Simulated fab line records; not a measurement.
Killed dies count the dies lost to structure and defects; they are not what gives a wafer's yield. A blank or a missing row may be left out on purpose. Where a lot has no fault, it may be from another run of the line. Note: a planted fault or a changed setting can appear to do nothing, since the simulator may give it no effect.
Which tool is to blame? + flow n5Finfet + 6 lots, 17 wafers sampled, at 8 steps of a route of 1938

WHAT THE GAUGES SHOWED, per wafer
N5_BEOL_M6_OCD_MEAS_38.
| lot  | measured     | on     | trenchDepthNm (nm) |
|------|--------------|--------|--------------------|
| L797 | day 8 16:49  | ocd-02 | 93.0 91.6 94.7     |
| L795 | day 9 03:54  | ocd-01 | 94.3 93.7 94.0     |
| L799 | day 10 01:25 | ocd-01 | 97.8 96.9          |
| L801 | day 10 07:20 | ocd-01 | 95.8 94.0 94.6     |
| L804 | day 11 07:17 | ocd-01 | 66.3 69.2 67.0     |
| L806 | day 11 10:46 | ocd-01 | 67.0 69.5 67.4     |

N5_BEOL_M6_THK_MEAS_53: measures by xrf.
| lot  | measured     | on           | M6_THK (nm)    |
|------|--------------|--------------|----------------|
| L797 | day 8 21:05  | filmMetro-01 | 78.3 75.3 79.5 |
| L795 | day 9 06:06  | filmMetro-02 | 79.0 81.7 80.0 |
| L799 | day 10 03:53 | filmMetro-01 | 83.9 84.7      |
| L801 | day 10 09:19 | filmMetro-01 | 80.1 83.4 78.9 |
| L804 | day 11 09:56 | filmMetro-02 | 51.1 52.9 51.8 |
| L806 | day 11 13:25 | filmMetro-02 | 54.6 55.8 53.4 |

N5_BEOL_M6_RS_MEAS_57: uses a four-point probe to measure.
| lot  | measured     | on           | M6_RS (ohm/sq)    |
|------|--------------|--------------|-------------------|
| L797 | day 8 21:13  | filmMetro-01 | 0.291 0.304 0.288 |
| L795 | day 9 06:16  | filmMetro-02 | 0.294 0.283 0.288 |
| L799 | day 10 04:01 | filmMetro-02 | 0.274 0.269       |
| L801 | day 10 09:28 | filmMetro-01 | 0.285 0.273 0.291 |
| L804 | day 11 10:04 | filmMetro-02 | 0.493 0.470 0.484 |
| L806 | day 11 13:32 | filmMetro-01 | 0.454 0.445 0.468 |

N5_BEOL_M15_RC_MEAS_101.
| lot  | measured     | on        | COMB_M10 (S/m)             | COMB_M11 (S/m)          | COMB_M12 (S/m)          | COMB_M13 (S/m)          | COMB_M14 (S/m)          | COMB_M15 (S/m)          | COMB_M5 (S/m)           | COMB_M7 (S/m)           | COMB_M7_max_site (S/m)  | COMB_M8 (S/m)           | COMB_M9 (S/m)              | SERP_M10 (ohm/um) | SERP_M10_max_site (ohm/um) | SERP_M11 (ohm/um) | SERP_M12 (ohm/um) | SERP_M13 (ohm/um) | SERP_M14 (ohm/um) | SERP_M5 (ohm/um) | SERP_M6 (ohm/um) | SERP_M6_max_site (ohm/um) | SERP_M7 (ohm/um) | SERP_M7_max_site (ohm/um) | SERP_M8 (ohm/um) | SERP_M9 (ohm/um) |
|------|--------------|-----------|----------------------------|-------------------------|-------------------------|-------------------------|-------------------------|-------------------------|-------------------------|-------------------------|-------------------------|-------------------------|----------------------------|-------------------|----------------------------|-------------------|-------------------|-------------------|-------------------|------------------|------------------|---------------------------|------------------|---------------------------|------------------|------------------|
| L797 | day 11 14:37 | prober-01 | 1.28e-11 9.7e-12 1.22e-11  | 9e-12 1.2e-11 1.4e-11   | 5.7e-12 7.9e-12 5.4e-12 | 5.2e-12 5.8e-12 4.4e-12 | 3.1e-12 3.8e-12 3e-12   | 3.5e-12 2.4e-12 2.4e-12 | 4.9e-11 3.9e-11 6.5e-11 | 3.8e-11 1.8e-11 2.3e-11 | 4.4e-11 4.1e-11 4e-11   | 2.7e-11 3.4e-11 2.5e-11 | 1.54e-11 1.99e-11 1.39e-11 | 3.05 2.99 3.10    | 3.12 3.02 3.15             | 3.21 2.95 2.93    | 0.649 0.689 0.651 | 0.297 0.312 0.295 | 0.165 0.166 0.157 | 44.6 40.9 39.5   | 14.1 15.7 13.8   | 14.7 16.5 14.3            | 14.5 14.4 14.7   | 14.9 14.8 15.2            | 13.8 13.9 13.2   | 3.29 3.22 3.22   |
| L795 | day 12 04:31 | prober-01 | 1.53e-11 1.46e-11 1.97e-11 | 1.6e-11 2.4e-11 2.2e-11 | 5.9e-12 7.6e-12 7.5e-12 | 4.3e-12 4.8e-12 6.6e-12 | 2.4e-12 3.6e-12 4e-12   | 2.7e-12 1.7e-12 3.2e-12 | 3.4e-11 2.9e-11 2.4e-11 | 3e-11 3.2e-11 3e-11     | 5.1e-11 4.6e-11 4e-11   | 2.4e-11 2e-11 2.3e-11   | 9.7e-12 1.12e-11 1.15e-11  | 3.18 3.24 3.24    | 3.23 3.36 3.35             | 3.30 3.13 3.03    | 0.646 0.665 0.658 | 0.301 0.298 0.300 | 0.161 0.170 0.156 | 43.3 40.7 41.5   | 14.4 14.8 13.7   | 14.6 15.1 15.1            | 14.8 13.9 14.1   | 15.2 14.2 14.7            | 14.0 13.6 13.2   | 2.96 3.02 3.14   |
| L799 | day 13 01:28 | prober-02 | 1.05e-11 1.33e-11          | 1.5e-11 1.1e-11         | 5.4e-12 5.7e-12         | 5.8e-12 3.9e-12         | 4.7e-12 3.2e-12         | 2.7e-12 2.7e-12         | 3.8e-11 5.3e-11         | 2.3e-11 3.1e-11         | 2.8e-11 4e-11           | 3.2e-11 2.9e-11         | 1.52e-11 1.47e-11          | 3.08 3.07         | 3.14 3.16                  | 3.06 3.09         | 0.637 0.611       | 0.316 0.315       | 0.161 0.165       | 38.5 38.5        | 13.3 13.0        | 13.7 13.6                 | 15.8 14.8        | 16.4 15.7                 | 13.2 13.1        | 3.32 3.23        |
| L801 | day 13 09:35 | prober-02 | 2.17e-11 1.74e-11 1.61e-11 | 1.1e-11 1.4e-11 1.1e-11 | 5.8e-12 6.9e-12 6.4e-12 | 5.4e-12 4.5e-12 5.4e-12 | 5.1e-12 4.1e-12 5.5e-12 | 3.2e-12 2.8e-12 2.7e-12 | 3.8e-11 4.3e-11 4.7e-11 | 2.7e-11 3.2e-11 2.2e-11 | 4e-11 6e-11 3.6e-11     | 2.5e-11 2.5e-11 2.5e-11 | 1.25e-11 1.21e-11 1.22e-11 | 3.03 3.12 3.17    | 3.16 3.25 3.25             | 2.78 3.05 3.04    | 0.671 0.668 0.646 | 0.307 0.297 0.299 | 0.161 0.156 0.156 | 42.2 36.6 40.2   | 13.3 13.7 14.6   | 14.0 14.3 15.1            | 13.9 12.9 13.8   | 14.2 13.3 14.1            | 12.9 13.4 12.8   | 3.01 3.24 3.14   |
| L804 | day 14 07:14 | prober-01 | 1.65e-11 1.69e-11 1.48e-11 | 1.2e-11 1e-11 1.1e-11   | 3.8e-12 4.1e-12 5.7e-12 | 5.9e-12 3.6e-12 3.5e-12 | 3.7e-12 4.2e-12 2.4e-12 | 1.9e-12 2.3e-12 1.5e-12 | 3.3e-11 3.6e-11 3.7e-11 | 2.7e-11 1.8e-11 2e-11   | 3.4e-11 3.1e-11 3e-11   | 2.7e-11 2.9e-11 2.6e-11 | 1.06e-11 9.5e-12 9.6e-12   | 2.84 2.96 3.09    | 3.02 3.01 3.26             | 3.09 3.27 3.20    | 0.636 0.603 0.626 | 0.310 0.318 0.318 | 0.159 0.159 0.162 | 38.1 41.3 37.5   | 23.3 22.1 23.2   | 24.7 22.9 25.0            | 13.4 12.9 13.2   | 13.8 13.2 13.3            | 12.6 11.8 12.5   | 3.14 3.26 3.25   |
| L806 | day 14 16:28 | prober-01 | 1.44e-11 1.59e-11 1.84e-11 | 1.6e-11 1e-11 1.3e-11   | 4.1e-12 5e-12 5.1e-12   | 6e-12 3.9e-12 3.8e-12   | 3.5e-12 2.8e-12 3.8e-12 | 2.1e-12 2e-12 2e-12     | 4.6e-11 4.3e-11 3.7e-11 | 2.5e-11 3e-11 2.3e-11   | 3.4e-11 4.3e-11 2.9e-11 | 3.7e-11 2.9e-11 1.9e-11 | 1.18e-11 1.38e-11 1.21e-11 | 3.23 3.17 3.04    | 3.31 3.29 3.11             | 3.31 3.23 3.18    | 0.665 0.603 0.659 | 0.305 0.298 0.304 | 0.160 0.152 0.161 | 36.3 34.7 38.7   | 22.8 21.2 23.3   | 23.7 22.6 24.4            | 13.3 13.8 13.2   | 13.7 14.4 13.8            | 12.3 13.5 12.2   | 3.08 3.08 3.36   |

TOOL THAT RAN EACH LOT (tool first, then ch and the chambers of the sampled wafers, then the start)
| lot  | N5_BEOL_M6_ETCH_62                | N5_BEOL_M6_DESCUM_33              | N5_BEOL_M6_ETCH_66                | N5_BEOL_M6_TRENCH_ETCH_37         |
|------|-----------------------------------|-----------------------------------|-----------------------------------|-----------------------------------|
| L797 | rieDiel-04 ch 0,1,3, day 8 15:18  | rieDiel-06 ch 0,1,2, day 8 16:24  | rieDiel-06 ch 0,1,2, day 8 16:29  | rieDiel-06 ch 0,1,2, day 8 16:40  |
| L795 | rieDiel-04 ch 0,1,3, day 9 02:38  | rieDiel-06 ch 0,1,2, day 9 03:29  | rieDiel-06 ch 0,1,2, day 9 03:34  | rieDiel-06 ch 0,1,2, day 9 03:45  |
| L799 | rieDiel-04 ch 0,2, day 10 00:04   | rieDiel-05 ch 0,3, day 10 01:00   | rieDiel-05 ch 0,3, day 10 01:05   | rieDiel-05 ch 0,3, day 10 01:16   |
| L801 | rieDiel-04 ch 0,2, day 10 06:02   | rieDiel-04 ch 2,3, day 10 06:54   | rieDiel-04 ch 2,3, day 10 06:59   | rieDiel-04 ch 2,3, day 10 07:11   |
| L804 | rieDiel-04 ch 1,2,3, day 11 05:32 | rieDiel-04 ch 0,1,2, day 11 06:51 | rieDiel-04 ch 0,1,2, day 11 06:56 | rieDiel-04 ch 0,1,2, day 11 07:07 |
| L806 | rieDiel-06 ch 1,2,3, day 11 09:10 | rieDiel-05 ch 0,1,2, day 11 10:20 | rieDiel-05 ch 0,1,2, day 11 10:25 | rieDiel-05 ch 0,1,2, day 11 10:37 |
- N5_BEOL_M6_ETCH_62: etches SOC in N2/H2, target depth 110 nm, overetch 22 nm, time 165 s.
- N5_BEOL_M6_DESCUM_33: chemistry O2, time 7 s.
- N5_BEOL_M6_ETCH_66: etches SOC in N2/H2, target depth 80 nm, overetch 16 nm, time 120 s.
- N5_BEOL_M6_TRENCH_ETCH_37: etches SiCOH lowk in C4F6/O2, target depth 94.435 nm, time 31.5 s.

AS READ BY THE TOOLS THEMSELVES (means over the sampled wafers that have a number; for cases with no such wafer, the mark the record gives instead)
N5_BEOL_M6_ETCH_62.
| lot  | tool       | drypumpMotorCurrentA (A) | oesProductAu (a.u.) | rfVppV (V) | showerheadPlenumPTorr (Torr) | throttleValvePct (%) |
|------|------------|--------------------------|---------------------|------------|------------------------------|----------------------|
| L797 | rieDiel-04 | 6.3                      | 0.62                | 525.1      | 2.56                         | 18.14                |
| L795 | rieDiel-04 | 6.3                      | 0.62                | 525.1      | 2.56                         | 18.14                |
| L799 | rieDiel-04 | 6.2                      | 0.71                | 524.7      | 2.55                         | 17.76                |
| L801 | rieDiel-04 | 6.0                      | 0.74                | 523.6      | 2.53                         | 17.74                |
| L804 | rieDiel-04 | 5.9                      | 0.74                | 522.3      | 2.50                         | 17.92                |
| L806 | rieDiel-06 | 5.3                      | 0.63                | 525.3      | 2.58                         | 17.82                |

N5_BEOL_M6_DESCUM_33.
| lot  | tool       | drypumpMotorCurrentA (A) | oesProductAu (a.u.) | rfVppV (V) | showerheadPlenumPTorr (Torr) | throttleValvePct (%) |
|------|------------|--------------------------|---------------------|------------|------------------------------|----------------------|
| L797 | rieDiel-06 | 5.4                      | 0.72                | 243.4      | 2.10                         | 20.49                |
| L795 | rieDiel-06 | 5.4                      | 0.72                | 243.3      | 2.10                         | 20.50                |
| L799 | rieDiel-05 | 5.5                      | 0.97                | 243.7      | 2.19                         | 20.37                |
| L801 | rieDiel-04 | 6.0                      | 0.82                | 242.9      | 2.01                         | 20.52                |
| L804 | rieDiel-04 | 6.1                      | 0.86                | 243.3      | 2.11                         | 20.44                |
| L806 | rieDiel-05 | 5.1                      | 0.89                | 245.0      | 2.19                         | 20.36                |

N5_BEOL_M6_ETCH_66.
| lot  | tool       | drypumpMotorCurrentA (A) | oesProductAu (a.u.) | rfVppV (V) | runLengthS (s) | showerheadPlenumPTorr (Torr) | throttleValvePct (%) |
|------|------------|--------------------------|---------------------|------------|----------------|------------------------------|----------------------|
| L797 | rieDiel-06 | 5.4                      | 0.56                | 524.2      | 143.1          | 2.57                         | 17.95                |
| L795 | rieDiel-06 | 5.4                      | 0.55                | 524.4      | 142.9          | 2.57                         | 17.94                |
| L799 | rieDiel-05 | 5.5                      | 0.73                | 526.9      | 143.0          | 2.67                         | 17.71                |
| L801 | rieDiel-04 | 6.0                      | 0.62                | 521.2      | 143.8          | 2.45                         | 18.00                |
| L804 | rieDiel-04 | 6.1                      | 0.66                | 525.6      | 143.7          | 2.57                         | 17.81                |
| L806 | rieDiel-05 | 5.1                      | 0.68                | 526.4      | 143.4          | 2.66                         | 17.72                |

N5_BEOL_M6_TRENCH_ETCH_37.
| lot  | tool       | drypumpMotorCurrentA (A) | oesProductAu (a.u.) | rfVppV (V) | runLengthS (s) | showerheadPlenumPTorr (Torr) | throttleValvePct (%) |
|------|------------|--------------------------|---------------------|------------|----------------|------------------------------|----------------------|
| L797 | rieDiel-06 | 5.4                      | 0.72                | 661        | 54.6           | 2.87                         | 21.01                |
| L795 | rieDiel-06 | 5.4                      | 0.72                | 661        | 54.6           | 2.87                         | 21.02                |
| L799 | rieDiel-05 | 5.5                      | 0.98                | 684        | 54.4           | 2.97                         | 20.87                |
| L801 | rieDiel-04 | 6.0                      | 0.81                | 685        | 55.1           | 2.76                         | 21.13                |
| L804 | rieDiel-04 | 6.1                      | 0.87                | 678        | 48.6           | 2.87                         | 20.93                |
| L806 | rieDiel-05 | 5.1                      | 0.91                | 673        | 48.3           | 2.96                         | 20.76                |

THE ANSWER, worked out from the rows above alone
Rule: the usual values come from the lots themselves. Put in order of their means at a reading, lots are off if they are a third of the lots or fewer, leave a main group of 4 or more, and stand apart from it by a gap of 3 or more times the standard deviation of the main group's means; of several such gaps the widest counts. If all means in a main group match to the digits the tables above print for the reading, that group is not used. Also off: a lot with no number at a reading for which 4 or more lots have one. All remaining lots with rows at the step are treated as sound. After the gauges, taken in route order, come the tools' own readings; for these a lot's mean is taken, as printed above. The first step at which some lot is off is used, and at that step the reading that is off furthest; a lot without a number counts as furthest.
Off at N5_BEOL_M6_OCD_MEAS_38 (trenchDepthNm): L804, L806. The main group has a mean of 94.8 nm with a standard deviation of 1.6.
If a tool, at a process step before that reading, ran all the lots that are off and no sound lot after the first of them, it fits. Not tried: the gauges at N5_BEOL_M6_OCD_MEAS_38; whatever is off there is also off at N5_BEOL_M6_THK_MEAS_53, on other tools, and gauge error can't account for it. None of those tried fits.

WHAT THE SIMULATOR HAD PUT IN
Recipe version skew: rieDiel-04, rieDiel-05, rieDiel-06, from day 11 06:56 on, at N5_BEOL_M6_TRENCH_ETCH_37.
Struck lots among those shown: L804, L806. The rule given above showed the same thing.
